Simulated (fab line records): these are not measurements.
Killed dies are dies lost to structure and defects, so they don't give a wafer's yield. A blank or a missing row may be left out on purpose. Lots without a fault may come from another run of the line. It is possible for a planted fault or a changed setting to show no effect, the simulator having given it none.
Struck lot and sound lot, side by side / flow nand-harc / 17 out of 1302 route steps
Sound: the wafers L404.2, L404.4, L404.6. Struck: wafer L397.3. (L397.1 of the same lot was not struck and is left out.) The cause comes at the end.
Per side, at each step with rows, come the tool, then ch with its chambers, and then its first start. Under that, the readings that differ: sound wafers / struck wafers / difference of the means / sigmas: that difference in standard deviations of wafers without a fault.
alike: same words and numbers on both sides, and readings whose means sit less than 2 such deviations apart. not compared: any withheld reading, any reading some wafer has no value for, any bound like >300 that may hide the same value, and any number with overlapping values for which the record gives no deviation.
A row with sigmas, a row that says differs or no value, or rows on one side alone: a step with any of these is where the two part. When numbers do not overlap yet have no deviation, they are printed without sigmas and do not part them. A reading that every wafer of one side lacks parts them only if that side has two wafers or more.

NHARC_P_M1_INSPECT_11:
  sound on defect-inspect-01 at day 12 22:15; struck on defect-inspect-01 at day 9 21:13
  alike: raw-defect-count
then, 3 steps without rows for these wafers: NHARC_P_M1_DESCUM_14 (chemistry O2, time 3 s); NHARC_P_M1_ETCH_35 (etches the open film in N2/H2, target depth 40 nm, overetch 12 nm, time 43.94 s); NHARC_P_M1_ETCH_15 (etches the open film in C4F8/Ar, target depth 182.5 nm, time 91.2 s).
NHARC_P_M1_CD_MEAS_16:
  sound on cd-sem-01 at day 12 22:37; struck on cd-sem-02 at day 9 21:34
  alike: cd-nm
NHARC_P_M1_STRIP_18: strips in N2/H2.
  sound on rie-diel-12 ch 0,3, day 12 22:44; struck on rie-diel-06 ch 2, day 9 21:40
  alike: chamber-pressure-mTorr, drypump-motor-current-A, oes-product-au, power-w, rf-vpp-V, showerhead-plenum-p-Torr, throttle-valve-pct
  not compared: rf-hours-counter-h
then, 2 steps without rows for these wafers: NHARC_P_M1_ETCH_28 (etches the open film in CF4/N2, target depth 30 nm, time 72.99 s); NHARC_P_M1_STRIP_19 (strips in post etch residue remover, time 600 s).
NHARC_P_M1_DEGAS_29: time 60 s.
  sound on pvd-sputter-03 at day 12 23:24; struck on pvd-sputter-02 at day 9 22:18
  alike: heater-power-w, susceptor-temp-C
NHARC_P_M1_PRE_CLEAN_30: time 30 s.
  sound on pvd-sputter-03; struck on pvd-sputter-02
  alike: heater-power-w, susceptor-temp-C
then, 1 step without rows for these wafers: NHARC_P_M1_PVD_20 (deposits TaN, target thk 5 nm, time 8.06 s).
NHARC_P_M1_PVD_21: deposits Cu, target thk 30 nm, time 20.49 s.
  sound on pvd-sputter-03; struck on pvd-sputter-02
reading=throttle-valve-pct (%); sound=30.4 30.5 30.6; struck=28.7; difference=-1.8; sigmas=-2
NHARC_P_M1_ECD_22: material Cu, target thk 400 nm.
  sound on ecd-cu-02 ch 0,1, day 12 23:46; struck on ecd-cu-02 ch 0, day 9 22:39
NHARC_P_M1_ANNEAL_31: time 90 s.
  sound on rtp-anneal-02 ch 0, day 13 00:11; struck on rtp-anneal-01 ch 0, day 9 23:01
  alike: wafer_temp_C_max
NHARC_P_M1_CMP_23: polishes, t overpolish 20 s, target thk 157.82 nm.
  sound on cmp-03 ch 1,3, day 13 00:31; struck on cmp-02 ch 1, day 9 23:22
reading=time-to-endpoint-s (s); sound=34.9 29.9 31.2; struck=19.1; difference=-12.9; sigmas=-5
  alike: motor-current-A
NHARC_P_M1_THK_MEAS_24: measures by xrf.
  sound on film-metro-01 at day 13 00:48; struck on film-metro-01 at day 9 23:41
  alike: thk-nm
next, for these wafers, 1 step has no rows: NHARC_END_SORT_01.

== WHERE THEY PART ==
First at NHARC_P_M1_PVD_21; last, within this record, at NHARC_P_M1_CMP_23. Later steps at which nothing parts them and some readings are alike: NHARC_P_M1_THK_MEAS_24.

WHY: the cause the simulator had injected
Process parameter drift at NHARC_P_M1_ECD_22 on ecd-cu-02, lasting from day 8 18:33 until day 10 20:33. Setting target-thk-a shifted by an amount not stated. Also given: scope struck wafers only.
